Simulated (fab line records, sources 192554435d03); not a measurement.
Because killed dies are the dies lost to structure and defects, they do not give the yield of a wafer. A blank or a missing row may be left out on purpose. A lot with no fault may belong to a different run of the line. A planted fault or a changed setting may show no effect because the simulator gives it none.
Which tool is to blame? ; flow n5_finfet ; 11 lots, 32 wafers sampled, at 5 steps of a route of 1938

== WHAT THE GAUGES READ, wafer by wafer ==
N5_BEOL_M6_CD_MEAS_35: target cd 40 nm, target cd y 28 nm. Usual: cd_nm at 40.8 nm, with a standard deviation of 0.72.
lot;measured;on;cd_nm (nm);flag
L383;day 9 01:01;cd_sem-01;40.2 40.3 39.3;
L384;day 9 04:31;cd_sem-01;40.4 41.2 40.2;
L385;day 10 06:26;cd_sem-02;40.3 40.5 41.4;
L389;day 10 22:59;cd_sem-02;40.4 40.1 39.9;
L386;day 10 23:14;cd_sem-02;42.0 42.3;
L393;day 11 09:14;cd_sem-02;40.9 40.7 40.1;
L395;day 12 07:28;cd_sem-02;41.0 40.8 40.3;
L396;day 12 07:53;cd_sem-03;40.2 41.4 40.2;
L397;day 12 21:46;cd_sem-02;40.2 41.0 41.4;
L406;day 14 23:22;cd_sem-02;40.2 42.3 40.6;
L405;day 14 23:37;cd_sem-02;40.9 41.0 40.6;

N5_BEOL_M6_RS_MEAS_57: measurement is done with a four-point probe. Usual: for M6_RS the level is 0.292 ohm/sq and the standard deviation is 0.012.
lot;measured;on;M6_RS (ohm/sq);flag
L383;day 9 03:23;film_metro-02;0.304 0.279 0.291;
L384;day 9 08:02;film_metro-01;0.296 0.304 0.288;
L385;day 10 09:46;film_metro-01;0.293 0.296 0.293;
L389;day 11 01:14;film_metro-01;0.273 0.273 0.288;
L386;day 11 01:37;film_metro-02;0.301 0.307;
L393;day 11 11:20;film_metro-01;0.280 0.274 0.279;
L395;day 12 10:01;film_metro-02;0.277 0.287 0.280;
L396;day 12 10:16;film_metro-02;0.301 0.295 0.275;
L397;day 13 00:56;film_metro-01;0.295 0.296 0.289;
L406;day 15 03:17;film_metro-01;0.280 0.301 0.304;
L405;day 15 03:31;film_metro-02;0.309 0.266 0.293;

N5_BEOL_M7_THK_MEAS_01. Usual: for M7_ILD_THK the level is 155.3 nm and the standard deviation is 2.7.
lot;measured;on;M7_ILD_THK (nm);flag
L383;day 9 04:02;film_metro-01;156.7 158.4 159.2;
L384;day 9 08:40;film_metro-02;155.7 154.7 156.8;
L385;day 10 10:25;film_metro-01;155.8 152.9 159.7;
L389;day 11 01:52;film_metro-02;157.1 155.0 160.7;
L386;day 11 02:21;film_metro-01;148.9 156.1;
L393;day 11 12:45;film_metro-02;158.9 157.2 158.1;
L395;day 12 10:40;film_metro-01;145.0 155.9 147.2;
L396;day 12 11:11;film_metro-02;155.3 153.3 156.0;
L397;day 13 01:34;film_metro-02;143.9 153.6 145.0;
L406;day 15 03:55;film_metro-02;154.7 152.7 154.4;
L405;day 15 04:09;film_metro-01;155.6 154.9 156.7;

== WHAT TOOL EACH LOT RAN ON (gives the tool, then ch and the chambers of the sampled wafers, and finally the start) ==
lot;N5_BEOL_M6_SURFACE_TREAT_79;N5_BEOL_M7_ILD_DEP_00
L383;pvd_sputter-03, day 9 01:57;pecvd-02 ch 0,2, day 9 03:27
L384;pvd_sputter-02, day 9 05:17;pecvd-03 ch 0,2, day 9 08:06
L385;pvd_sputter-02, day 10 08:35;pecvd-02 ch 1,2, day 10 09:50
L389;pvd_sputter-02, day 10 23:53;pecvd-04 ch 0,2, day 11 01:17
L386;pvd_sputter-02, day 11 00:07;pecvd-03 ch 0,1, day 11 01:41
L393;pvd_sputter-02, day 11 10:03;pecvd-02 ch 1,2, day 11 11:25
L395;pvd_sputter-01, day 12 08:35;pecvd-02 ch 0,2, day 12 10:05
L396;pvd_sputter-02, day 12 09:02;pecvd-03 ch 0,1,2, day 12 10:20
L397;pvd_sputter-01, day 12 23:02;pecvd-02 ch 0,1, day 13 00:59
L406;pvd_sputter-02, day 15 01:43;pecvd-03 ch 0,1,2, day 15 03:20
L405;pvd_sputter-02, day 15 02:11;pecvd-04 ch 0,1,2, day 15 03:35
- N5_BEOL_M6_SURFACE_TREAT_79
- N5_BEOL_M7_ILD_DEP_00: deposits SiCOH lowk from DEMS/porogen, target thk 179.75 nm, time 33.4 s.

== AS READ BY THE TOOLS THEMSELVES (means over the sampled wafers that have a number; for cases with no such wafer, the mark the record gives instead) ==
N5_BEOL_M7_ILD_DEP_00. Usual: heater_power_w 326 W, standard deviation 47; showerhead_plenum_p_Torr 5.741 Torr, standard deviation 0.015; susceptor_temp_C 299.98 C, standard deviation 0.2; throttle_valve_pct 13.6 %, standard deviation 0.63.
lot;tool;heater_power_w (W);showerhead_plenum_p_Torr (Torr);susceptor_temp_C (C);throttle_valve_pct (%);flag
L383;pecvd-02;339;5.732;300.22;14.0;
L384;pecvd-03;269;5.762;299.91;13.5;
L385;pecvd-02;332;5.750;300.01;13.6;
L389;pecvd-04;378;5.730;300.09;13.0;
L386;pecvd-03;304;5.761;300.06;14.1;
L393;pecvd-02;308;5.739;299.84;13.6;
L395;pecvd-02;401;5.742;305.34;13.0;OFF
L396;pecvd-03;268;5.760;300.00;13.8;
L397;pecvd-02;356;5.744;305.36;13.3;OFF
L406;pecvd-03;283;5.753;299.90;13.7;
L405;pecvd-04;351;5.740;300.11;13.8;

== THE ANSWER, worked out from the rows above alone ==
Rule: a lot counts as off when the mean over its wafers that have a number is more than 3 standard deviations away from the usual mean. A lot without any number at a reading at which 4 lots or more have one is off too. Any other lot the step has rows for is counted as sound. Order of review: gauges by route order, followed by the tools' own readings, for which a lot's mean as printed above is used. The first step at which some lot is off is used, and at that step the reading that is off furthest; a lot without a number counts as furthest.
Off at N5_BEOL_M7_ILD_DEP_00 (susceptor_temp_C): L395, L397.
A tool fits if, at that step or a process step before it, it ran every lot that is off, and no sound lot after the first of them. 2 tools fit, pvd_sputter-01 at N5_BEOL_M6_SURFACE_TREAT_79 and pecvd-02 at N5_BEOL_M7_ILD_DEP_00, so this cannot tell which one it is.

== WHAT THE SIMULATOR PUT IN ==
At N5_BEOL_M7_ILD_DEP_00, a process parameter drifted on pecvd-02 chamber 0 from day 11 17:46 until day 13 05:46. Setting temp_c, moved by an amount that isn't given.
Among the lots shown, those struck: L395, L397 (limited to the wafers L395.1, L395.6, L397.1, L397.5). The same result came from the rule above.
